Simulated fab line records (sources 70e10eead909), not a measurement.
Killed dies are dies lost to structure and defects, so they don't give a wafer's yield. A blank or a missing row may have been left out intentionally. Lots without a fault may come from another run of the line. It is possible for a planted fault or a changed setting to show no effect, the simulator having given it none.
Matching of chambers | flow nand harc | NHARC_A_STAIRCASE_TRIM_20 on rie diel-01 has 4 sister chambers
The step chemistry O2, time 211.2 s. 8 wafers are shown with their chamber, then 8 later ones without.

## WAFERS, EACH WITH ITS CHAMBER
wafer  | chamber | drypump motor current A (A) | showerhead plenum p Torr (Torr)
L079.6 | 0       | 5.4                         | 3.55
L080.2 | 3       | 5.1                         | 3.49
L085.3 | 1       | 6.2                         | 3.73
L085.6 | 2       | 6.0                         | 3.73
L089.2 | 0       | 5.4                         | 3.53
L089.5 | 1       | 6.3                         | 3.73
L089.6 | 2       | 6.0                         | 3.73
L090.2 | 3       | 5.1                         | 3.47

## WAFERS WITH NO CHAMBER GIVEN
wafer  | drypump motor current A (A) | showerhead plenum p Torr (Torr)
L090.5 | 5.1                         | 3.47
L090.6 | 6.0                         | 3.72
L096.1 | 5.1                         | 3.46
L096.3 | 6.0                         | 3.72
L096.4 | 5.4                         | 3.52
L097.1 | 5.4                         | 3.52
L097.2 | 6.0                         | 3.72
L097.5 | 6.0                         | 3.72

## WHICH CHAMBER EACH ONE RAN IN
wafer  | from the rows above | in truth
L090.5 | 3                   | 3
L090.6 | 2                   | 2
L096.1 | 3                   | 3
L096.3 | 2                   | 2
L096.4 | 0                   | 0
L097.1 | 0                   | 0
L097.2 | 2                   | 2
L097.5 | 2                   | 2
Placed correctly: 8 of 8. Number that these rows cannot place: 0. Wrongly placed: 0.
How it was worked out, from the rows above alone: a wafer's distance from a chamber is the root of the sum, over the readings, of the square of ((its reading less the chamber's mean) divided by the reading's scatter). If the next closest chamber is less than 2 further off than the closest, the wafer can't be placed; otherwise it belongs to the closest. A chamber's mean is the mean of its shown wafers. How the scatter is found: for the shown wafers, subtract from each reading the mean of its chamber, square and add these, divide the total by (wafers less chambers), then take the root.
